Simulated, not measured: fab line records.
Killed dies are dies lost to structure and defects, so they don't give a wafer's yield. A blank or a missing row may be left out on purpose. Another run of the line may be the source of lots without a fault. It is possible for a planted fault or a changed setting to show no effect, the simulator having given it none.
Matching of chambers    flow nand harc    NHARC_A_CHANNEL_FILL_D1_ALD_16 on ald hk-04 has 4 sister chambers
The step deposits SiO2, target thk 1.5 nm, pulse time 10 s, ald cycles 15. 8 wafers are shown with their chamber, then 7 later ones without.

WAFERS PAIRED WITH THEIR CHAMBERS
wafer   chamber  heater power w (W)  precursor pulse height rel
L339.2  1        417                 1.019
L339.5  1        412                 0.981
L339.6  2        453                 0.969
L341.3  0        410                 0.995
L341.4  3        454                 1.006
L341.6  3        450                 1.008
L345.3  2        473                 0.988
L345.4  0        402                 1.020

WAFERS MISSING THEIR CHAMBER
wafer   heater power w (W)  precursor pulse height rel
L345.5  470                 0.988
L350.1  465                 1.027
L350.3  426                 0.995
L350.4  455                 0.993
L357.2  423                 0.995
L357.3  413                 1.021
L357.4  471                 1.024

WHICH CHAMBER EACH WENT THROUGH
wafer   from the rows above           in truth
L345.5  can't be placed: 2 or 3       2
L350.1  can't be placed: 3 or 2       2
L350.3  can't be placed: 1 or 0 or 3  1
L350.4  can't be placed: 3 or 2       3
L357.2  can't be placed: 1 or 0       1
L357.3  can't be placed: 0 or 1       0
L357.4  can't be placed: 3 or 2       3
Placed correctly: 0 of 7. Unplaceable from these rows: 7, with the true chamber sitting among the candidates in 7. Wrongly placed: 0.
How it was worked out, from the rows above alone: a wafer's distance from a chamber is the root of the sum, over the readings, of the square of ((its reading less the chamber's mean) divided by the reading's scatter). If the next closest chamber is less than 2 further off than the closest, the wafer can't be placed; otherwise it belongs to the closest. For every chamber, the mean is computed from those of its wafers that are shown. The scatter: the root of (the sum of the squares of (reading less its chamber's mean) over the shown wafers, divided by (wafers less chambers)).
